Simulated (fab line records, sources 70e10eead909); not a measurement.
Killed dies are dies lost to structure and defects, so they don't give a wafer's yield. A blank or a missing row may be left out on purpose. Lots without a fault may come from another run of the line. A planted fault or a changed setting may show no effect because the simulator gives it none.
Chamber matching | flow nand_harc | NHARC_P_M0_DEP_32 on pecvd-02: 3 sister chambers
The step deposits SiCN, target thk 30 nm. 14 wafers are shown with their chamber, then 7 later ones without.

WAFERS WITH THEIR CHAMBER
wafer  | chamber | showerhead_vpp_V (V) | rf_fwd_power_W (W) | heater_power_w (W)
L075.3 | 0       | 1329                 | 449.0              | 565
L075.5 | 2       | 1409                 | 451.9              | 610
L075.6 | 0       | 1330                 | 450.4              | 561
L077.4 | 1       | 1405                 | 448.6              | 570
L077.5 | 2       | 1402                 | 450.4              | 527
L077.6 | 0       | 1328                 | 450.2              | 591
L080.2 | 1       | 1393                 | 449.0              | 594
L080.4 | 0       | 1332                 | 450.1              | 543
L080.6 | 2       | 1415                 | 449.3              | 625
L088.3 | 0       | 1304                 | 450.5              | 530
L088.4 | 2       | 1386                 | 449.4              | 572
L088.6 | 1       | 1404                 | 450.4              | 493
L089.1 | 0       | 1335                 | 447.7              | 576
L089.2 | 1       | 1397                 | 448.4              | 546

SIGNATURES (means of the wafers above)
reading          | chamber 0 | chamber 1 | chamber 2 | scatter within a chamber
showerhead_vpp_V | 1326.33   | 1399.75   | 1403.00   | 10.4
rf_fwd_power_W   | 449.650   | 449.100   | 450.250   | 1.08
heater_power_w   | 561.00    | 550.75    | 583.50    | 35.4
Rule: a wafer's distance from a chamber is the root of the sum, over the readings, of the square of ((its reading less the chamber's mean) divided by the reading's scatter). The wafer belongs to the nearest chamber; if the next one is less than 2 further off, it can't be placed. The scatter: the root of (the sum of the squares of (reading less its chamber's mean) over the shown wafers, divided by (wafers less chambers)).

WAFERS WITHOUT THEIR CHAMBER
wafer  | showerhead_vpp_V (V) | rf_fwd_power_W (W) | heater_power_w (W)
L089.6 | 1412                 | 448.3              | 625
L095.2 | 1384                 | 449.2              | 554
L095.5 | 1368                 | 449.4              | 601
L095.6 | 1397                 | 450.2              | 552
L096.2 | 1403                 | 448.0              | 627
L096.3 | 1395                 | 450.6              | 518
L096.5 | 1393                 | 447.4              | 616

WHICH CHAMBER EACH WENT THROUGH
wafer  | from the rows above          | in truth
L089.6 | can't be placed: 2 or 1      | 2
L095.2 | can't be placed: 1 or 2      | 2
L095.5 | can't be placed: 1 or 2 or 0 | 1
L095.6 | can't be placed: 1 or 2      | 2
L096.2 | can't be placed: 1 or 2      | 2
L096.3 | can't be placed: 1 or 2      | 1
L096.5 | can't be placed: 1 or 2      | 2
Placed correctly: 0 of 7. Can't be placed from these rows: 7 (the true chamber is among the candidates in 7). Placed wrongly: 0.
